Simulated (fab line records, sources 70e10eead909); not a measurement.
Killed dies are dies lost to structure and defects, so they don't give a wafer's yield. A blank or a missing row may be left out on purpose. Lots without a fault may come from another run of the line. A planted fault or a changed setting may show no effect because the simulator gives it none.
Chamber matching | flow nand_harc | NHARC_P_GATE_DESCUM_13 on rie_diel-13: 4 sister chambers
The step chemistry O2, time 3 s. 4 wafers are shown with their chamber, then 11 later ones without.

WAFERS WITH THEIR CHAMBER
wafer  | chamber | showerhead_plenum_p_Torr (Torr)
L087.1 | 0       | 1.85
L087.2 | 1       | 1.94
L087.3 | 2       | 2.00
L090.2 | 3       | 1.79

WAFERS WITHOUT THEIR CHAMBER
wafer  | showerhead_plenum_p_Torr (Torr)
L090.4 | 1.85
L090.5 | 1.79
L091.2 | 1.94
L091.3 | 1.85
L091.4 | 1.79
L096.1 | 1.84
L096.4 | 2.00
L096.6 | 2.00
L097.1 | 1.79
L097.3 | 1.94
L097.5 | 1.79

WHICH CHAMBER EACH WENT THROUGH
wafer  | from the rows above | in truth
L090.4 | 0                   | 0
L090.5 | 3                   | 3
L091.2 | 1                   | 1
L091.3 | 0                   | 0
L091.4 | 3                   | 3
L096.1 | 0                   | 0
L096.4 | 2                   | 2
L096.6 | 2                   | 2
L097.1 | 3                   | 3
L097.3 | 1                   | 1
L097.5 | 3                   | 3
Placed correctly: 11 of 11. Can't be placed from these rows: 0. Placed wrongly: 0.
How it was worked out, from the rows above alone: a wafer's distance from a chamber is the root of the sum, over the readings, of the square of ((its reading less the chamber's mean) divided by the reading's scatter). The wafer belongs to the nearest chamber; if the next one is less than 2 further off, it can't be placed. A chamber's mean is the mean of its shown wafers. The scatter: with one shown wafer a chamber, the root of the mean of the squares of how far each hidden wafer lies from its nearest shown one.
